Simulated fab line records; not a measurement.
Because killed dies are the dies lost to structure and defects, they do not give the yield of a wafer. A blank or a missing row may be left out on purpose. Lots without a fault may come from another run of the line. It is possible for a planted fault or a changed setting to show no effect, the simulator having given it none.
The tool behind it: which one? | flow nand-harc | 13 lots, 39 wafers sampled, at 5 steps of a route of 1302

WHAT EACH GAUGE READ, for each wafer
NHARC_END_SORT_01. Usual: for defect-limited-yield, 91.1 % with a standard deviation of 2.9; for killed-at-array, 55 with a standard deviation of 19; for killed-at-other, 0.8 with a standard deviation of 1.1; for killed-at-periphery, 4.0 with a standard deviation of 2.6; for killed-dies, 60 with a standard deviation of 20; for killed-open, 3.4 with a standard deviation of 1.7; for killed-short, 2.6 with a standard deviation of 1.5.
lot  | measured     | on        | defect-limited-yield (%) | killed-at-array | killed-at-other | killed-at-periphery | killed-dies | killed-open | killed-short | flag
L920 | day 26 23:09 | prober-01 | 92.3 93.8 92.3           | 49 38 46        | 0 3 0           | 3 1 6               | 52 42 52    | 6 4 5       | 4 0 4        |
L925 | day 29 12:04 | prober-02 | 92.0 0 93.8              | 45 670 37       | 4 5 3           | 5 2 2               | 54 677 42   | 3 2 0       | 4 4 1        | OFF
L928 | day 30 05:06 | prober-02 | 0 92.6 93.1              | 670 44 43       | 0 0 0           | 7 6 4               | 677 50 47   | 4 5 4       | 3 0 3        | OFF
L930 | day 30 19:56 | prober-02 | 90.0 88.6 90.8           | 58 62 53        | 5 3 2           | 5 12 7              | 68 77 62    | 4 4 5       | 1 1 1        |
L931 | day 31 21:11 | prober-02 | 87.0 83.3 84.8           | 77 103 96       | 0 1 0           | 11 9 7              | 88 113 103  | 2 2 2       | 3 4 3        |
L934 | day 32 18:13 | prober-01 | 95.7 95.3 93.1           | 27 27 44        | 0 0 0           | 2 5 3               | 29 32 47    | 1 3 6       | 0 2 4        |

WHICH TOOL RAN EACH LOT (tool, then ch and the chambers of the sampled wafers, then the start)
lot  | NHARC_A_M0_PVD_21            | NHARC_THIN_TSV_PVD_19                   | NHARC_THIN_TSV_DEGAS_53      | NHARC_THIN_TSV_ETCH_36
L916 | pvd-sputter-02, day 23 02:42 | pvd-sputter-03, day 24 06:40 or earlier | pvd-sputter-02, day 24 06:40 | rie-metal-01 ch 0,1, day 24 08:22
L914 | pvd-sputter-02, day 23 03:54 | pvd-sputter-03, day 24 05:19 or earlier | pvd-sputter-02, day 24 05:19 | rie-metal-01 ch 0,1, day 24 07:01
L915 | pvd-sputter-02, day 23 16:40 | pvd-sputter-01, day 24 21:23 or earlier | pvd-sputter-03, day 24 21:23 | rie-metal-03 ch 0,1, day 24 23:05
L919 | pvd-sputter-01, day 25 02:55 | pvd-sputter-01, day 26 08:04 or earlier | pvd-sputter-03, day 26 08:04 | rie-metal-02 ch 0,1, day 26 09:38
L920 | pvd-sputter-02, day 25 08:41 | pvd-sputter-01, day 26 12:11 or earlier | pvd-sputter-03, day 26 12:11 | rie-metal-01 ch 0,1, day 26 13:52
L922 | pvd-sputter-03, day 26 15:48 | pvd-sputter-01, day 27 18:44 or earlier | pvd-sputter-01, day 27 18:44 | rie-metal-01 ch 0,1, day 27 20:26
L925 | pvd-sputter-01, day 27 18:40 | pvd-sputter-01, day 28 21:48 or earlier | pvd-sputter-01, day 28 21:48 | rie-metal-02 ch 1, day 28 23:28
L928 | pvd-sputter-01, day 28 15:50 | pvd-sputter-03, day 29 19:02 or earlier | pvd-sputter-02, day 29 19:02 | rie-metal-02 ch 0,1, day 29 20:36
L930 | pvd-sputter-03, day 29 05:05 | pvd-sputter-02, day 30 08:56 or earlier | pvd-sputter-01, day 30 08:56 | rie-metal-03 ch 0, day 30 10:31
L931 | pvd-sputter-03, day 30 02:35 | pvd-sputter-01, day 31 10:21 or earlier | pvd-sputter-02, day 31 10:21 | rie-metal-02 ch 0,1, day 31 12:04
L934 | pvd-sputter-02, day 30 22:20 | pvd-sputter-01, day 32 07:26 or earlier | pvd-sputter-02, day 32 07:26 | rie-metal-02 ch 0,1, day 32 09:04
L936 | pvd-sputter-03, day 31 10:47 | pvd-sputter-03, day 32 19:10 or earlier | pvd-sputter-02, day 32 19:10 | rie-metal-02 ch 0,1, day 32 20:44
L935 | pvd-sputter-03, day 31 13:08 | pvd-sputter-03, day 32 20:19 or earlier | pvd-sputter-03, day 32 20:19 | rie-metal-01 ch 0,1, day 32 22:00
- NHARC_A_M0_PVD_21: deposits Cu, target thk 30 nm, time 20.49 s.
- NHARC_THIN_TSV_PVD_19: deposits TaN, target thk 20 nm.
- NHARC_THIN_TSV_DEGAS_53: time 60 s.
- NHARC_THIN_TSV_ETCH_36: etches the open film in Cl2/BCl3, target depth 65 nm, time 18.571 s.

AS READ BY THE TOOLS THEMSELVES (means over the sampled wafers that have a number; for cases with no such wafer, the mark the record gives instead)
NHARC_A_M0_PVD_21. Usual: cathode-dc-power-W 5000.0 W, standard deviation 0.79; throttle-valve-pct 29.9 %, standard deviation 1.
lot  | tool           | cathode-dc-power-W (W) | throttle-valve-pct (%) | flag
L916 | pvd-sputter-02 | 5000.1                 | 29.9                   |
L914 | pvd-sputter-02 | 5000.7                 | 29.5                   |
L915 | pvd-sputter-02 | 4999.8                 | 30.2                   |
L919 | pvd-sputter-01 | 4999.4                 | 31.0                   |
L920 | pvd-sputter-02 | 5000.2                 | 29.0                   |
L922 | pvd-sputter-03 | 5000.6                 | 29.5                   |
L925 | pvd-sputter-01 | 4999.2                 | 31.2                   |
L928 | pvd-sputter-01 | 5000.3                 | 31.5                   |
L930 | pvd-sputter-03 | 4999.9                 | 29.6                   |
L931 | pvd-sputter-03 | 4999.8                 | 29.6                   |
L934 | pvd-sputter-02 | 5000.0                 | 29.4                   |
L936 | pvd-sputter-03 | 4999.6                 | 29.7                   |
L935 | pvd-sputter-03 | 5000.3                 | 30.2                   |

NHARC_THIN_TSV_PVD_19. Usual: throttle-valve-pct 30.2 %, standard deviation 1.
lot  | tool           | throttle-valve-pct (%) | flag
L916 | pvd-sputter-03 | 29.9                   |
L914 | pvd-sputter-03 | 29.9                   |
L915 | pvd-sputter-01 | 30.1                   |
L919 | pvd-sputter-01 | 30.5                   |
L920 | pvd-sputter-01 | 31.0                   |
L922 | pvd-sputter-01 | 31.1                   |
L925 | pvd-sputter-01 | 31.5                   |
L928 | pvd-sputter-03 | 29.4                   |
L930 | pvd-sputter-02 | 29.2                   |
L931 | pvd-sputter-01 | 31.4                   |
L934 | pvd-sputter-01 | 31.3                   |
L936 | pvd-sputter-03 | 30.1                   |
L935 | pvd-sputter-03 | 30.1                   |

NHARC_THIN_TSV_DEGAS_53. Usual: heater-power-w 473 W, standard deviation 55.
lot  | tool           | heater-power-w (W) | flag
L916 | pvd-sputter-02 | 515                |
L914 | pvd-sputter-02 | 539                |
L915 | pvd-sputter-03 | 429                |
L919 | pvd-sputter-03 | 462                |
L920 | pvd-sputter-03 | 423                |
L922 | pvd-sputter-01 | 453                |
L925 | pvd-sputter-01 | 461                |
L928 | pvd-sputter-02 | 541                |
L930 | pvd-sputter-01 | 466                |
L931 | pvd-sputter-02 | 508                |
L934 | pvd-sputter-02 | 532                |
L936 | pvd-sputter-02 | 520                |
L935 | pvd-sputter-03 | 472                |

NHARC_THIN_TSV_ETCH_36. Usual: drypump-motor-current-A 5.9 A, standard deviation 0.58; oes-product-au 1.002 a.u., standard deviation 0.0088.
lot  | tool         | drypump-motor-current-A (A) | oes-product-au (a.u.) | flag
L916 | rie-metal-01 | 6.3                         | 0.996                 |
L914 | rie-metal-01 | 6.3                         | 1.002                 |
L915 | rie-metal-03 | 6.4                         | 1.011                 |
L919 | rie-metal-02 | 5.2                         | 0.997                 |
L920 | rie-metal-01 | 6.3                         | 1.002                 |
L922 | rie-metal-01 | 6.4                         | 0.996                 |
L925 | rie-metal-02 | 5.3                         | 0.996                 |
L928 | rie-metal-02 | 5.2                         | 1.006                 |
L930 | rie-metal-03 | 6.1                         | 1.013                 |
L931 | rie-metal-02 | 5.2                         | 1.008                 |
L934 | rie-metal-02 | 5.2                         | 0.998                 |
L936 | rie-metal-02 | 5.3                         | 0.994                 |
L935 | rie-metal-01 | 6.3                         | 0.997                 |

THE ANSWER, worked out from the rows above alone
Rule: a lot counts as off when the mean over its wafers that have a number is more than 3 standard deviations away from the usual mean. Also off: a lot with no number at a reading for which 4 or more lots have one. All remaining lots with rows at the step are treated as sound. The gauges are gone through in route order, then the tools' own readings, and for those a lot's mean is taken as printed above. The first step at which some lot is off is used, and at that step the reading that is off furthest; a lot without a number counts as furthest.
Off: L925, L928 (NHARC_END_SORT_01, killed-at-array). Neither off nor sound, because the step has no rows for them: L916, L914, L915, L919, L922, L936, L935.
If a tool, at a process step before that reading, ran all the lots that are off and no sound lot after the first of them, it fits. Those tools and the gauges at NHARC_END_SORT_01 are tried in the same way. NHARC_THIN_TSV_PVD_19 gives no start for some lots, so the hours and the order of its lots are those of NHARC_THIN_TSV_DEGAS_53. One fits: NHARC_A_M0_PVD_21 on pvd-sputter-01. It ran no sound lot before its first lot that is off in this sample, so the start can't be narrowed down.
The tool's own readings at NHARC_A_M0_PVD_21 bear it out: on the lots that are off they differ by more than 5 times the standard deviation of the sound lots' means. throttle-valve-pct reads 31.4 % there against 29.4 % on the sound lots.

WHAT WAS PUT IN BY THE SIMULATOR
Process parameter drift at NHARC_A_M0_PVD_21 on pvd-sputter-01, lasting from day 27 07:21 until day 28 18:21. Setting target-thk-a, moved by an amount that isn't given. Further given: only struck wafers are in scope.
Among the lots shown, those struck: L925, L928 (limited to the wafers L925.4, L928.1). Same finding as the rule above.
